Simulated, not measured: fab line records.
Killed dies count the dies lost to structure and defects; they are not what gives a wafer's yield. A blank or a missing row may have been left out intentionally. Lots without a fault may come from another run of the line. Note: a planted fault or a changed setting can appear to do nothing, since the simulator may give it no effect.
Matching of chambers	flow n5-finfet	3 sister chambers for N5_BEOL_M12_CMP_49 on cmp-03
The step polishes, stops on SiOC, t overpolish 20.6 s, target thk 320 nm. 16 wafers are shown with their chamber, then 5 later ones without.

## WAFERS WITH THEIR CHAMBER
wafer	chamber	motor-current-A (A)	head-pressure-psi (psi)	barrier-field-endpoint-s (s)
L076.1	2	7.0	1.0021	30.6
L076.2	0	5.0	0.9998	29.9
L076.4	3	5.6	1.0009	30.3
L077.2	0	4.7	0.9992	31.0
L077.5	3	5.6	0.9992	30.1
L077.6	0	4.8	1.0053	30.7
L080.1	2	7.0	0.9981	30.6
L080.3	3	5.6	0.9990	30.0
L080.5	2	7.3	1.0007	31.1
L081.2	3	5.9	1.0000	30.6
L081.5	0	4.9	1.0013	31.5
L081.6	3	5.9	1.0045	30.7
L088.1	0	4.9	1.0014	30.0
L088.2	3	6.0	0.9972	30.5
L088.4	2	7.1	0.9991	30.1
L087.1	0	4.7	1.0014	29.9

SIGNATURES (means of the wafers above)
reading	chamber 0	chamber 2	chamber 3	scatter within a chamber
motor-current-A	4.833	7.100	5.767	0.154
head-pressure-psi	1.001400	1.000000	1.000133	0.00219
barrier-field-endpoint-s	30.500	30.600	30.367	0.493
Rule: distance of a wafer from a chamber = root of the sum over the readings of ((wafer's reading minus chamber's mean) / reading's scatter) squared. The wafer belongs to the nearest chamber; if the next one is less than 2 further off, it can't be placed. The scatter: the root of (the sum of the squares of (reading less its chamber's mean) over the shown wafers, divided by (wafers less chambers)).

## WAFERS WHOSE CHAMBER IS MISSING
wafer	motor-current-A (A)	head-pressure-psi (psi)	barrier-field-endpoint-s (s)
L087.4	5.8	1.0027	30.0
L092.1	6.1	0.9979	29.5
L092.2	7.2	1.0022	30.3
L095.4	5.7	1.0012	29.6
L095.5	7.0	1.0012	29.9

## WHICH CHAMBER EACH ONE RAN IN
wafer	from the rows above	in truth
L087.4	3	3
L092.1	3	3
L092.2	2	2
L095.4	3	3
L095.5	2	2
5 of 5 placed correctly. Can't be placed from these rows: 0. Wrongly placed: 0.
